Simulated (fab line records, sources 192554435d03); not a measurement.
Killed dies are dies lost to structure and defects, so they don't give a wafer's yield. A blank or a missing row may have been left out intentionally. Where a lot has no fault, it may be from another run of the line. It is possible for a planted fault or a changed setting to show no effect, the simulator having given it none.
Chamber matching | flow n5Finfet | 4 sister chambers for N5_BEOL_M2_STRIP_36 on rieDiel-02
The step strips in N2/H2. 20 wafers are shown with their chamber, then 10 later ones without.

== EACH WAFER AND ITS CHAMBER ==
wafer  | chamber | drypumpMotorCurrentA (A) | showerheadPlenumPTorr (Torr) | throttleValvePct (%)
L074.2 | 1       | 6.4                      | 2.50                         | 23.1
L074.3 | 3       | 5.3                      | 2.69                         | 23.2
L074.4 | 2       | 5.1                      | 2.49                         | 23.6
L077.2 | 0       | 5.1                      | 2.40                         | 23.9
L077.4 | 3       | 5.3                      | 2.69                         | 23.2
L077.5 | 3       | 5.3                      | 2.69                         | 23.2
L076.2 | 1       | 6.4                      | 2.50                         | 23.1
L076.3 | 2       | 5.2                      | 2.49                         | 23.6
L076.5 | 2       | 5.2                      | 2.49                         | 23.6
L082.1 | 0       | 5.1                      | 2.40                         | 23.9
L082.2 | 3       | 5.3                      | 2.68                         | 23.2
L082.3 | 2       | 5.1                      | 2.48                         | 23.6
L086.1 | 0       | 5.1                      | 2.39                         | 23.9
L086.2 | 3       | 5.3                      | 2.68                         | 23.2
L086.4 | 2       | 5.2                      | 2.48                         | 23.7
L088.2 | 3       | 5.3                      | 2.68                         | 23.2
L088.3 | 1       | 6.4                      | 2.49                         | 22.9
L088.6 | 0       | 5.1                      | 2.39                         | 23.9
L092.4 | 2       | 5.2                      | 2.48                         | 23.6
L092.5 | 0       | 5.1                      | 2.39                         | 23.9

SIGNATURES (averages over the wafers above)
reading               | chamber 0 | chamber 1 | chamber 2 | chamber 3 | scatter within a chamber
drypumpMotorCurrentA  | 5.100     | 6.400     | 5.167     | 5.300     | 0.0289
showerheadPlenumPTorr | 2.3940    | 2.4967    | 2.4850    | 2.6850    | 0.00552
throttleValvePct      | 23.900    | 23.033    | 23.617    | 23.200    | 0.0468
Rule: for a wafer and a chamber, the distance is found by dividing, reading by reading, the gap between the wafer's reading and the chamber's mean by the reading's scatter, squaring, summing and taking the root. The wafer belongs to the nearest chamber; if the next one is less than 2 further off, it can't be placed. How the scatter is found: for the shown wafers, subtract from each reading the mean of its chamber, square and add these, divide the total by (wafers less chambers), then take the root.

== WAFERS MISSING THEIR CHAMBER ==
wafer  | drypumpMotorCurrentA (A) | showerheadPlenumPTorr (Torr) | throttleValvePct (%)
L092.6 | 6.4                      | 2.48                         | 22.9
L091.1 | 5.1                      | 2.39                         | 23.9
L091.2 | 5.3                      | 2.67                         | 23.2
L091.6 | 5.3                      | 2.67                         | 23.2
L095.2 | 6.4                      | 2.48                         | 22.9
L095.3 | 5.3                      | 2.67                         | 23.3
L095.6 | 5.1                      | 2.47                         | 23.7
L096.1 | 5.2                      | 2.47                         | 23.7
L096.4 | 5.2                      | 2.47                         | 23.7
L096.6 | 6.4                      | 2.48                         | 22.9

== WHICH CHAMBER EACH WENT THROUGH ==
wafer  | from the rows above | in truth
L092.6 | 1                   | 1
L091.1 | 0                   | 0
L091.2 | 3                   | 3
L091.6 | 3                   | 3
L095.2 | 1                   | 1
L095.3 | 3                   | 3
L095.6 | 2                   | 2
L096.1 | 2                   | 2
L096.4 | 2                   | 2
L096.6 | 1                   | 1
10 of 10 placed correctly. Number that these rows cannot place: 0. Wrongly placed: 0.
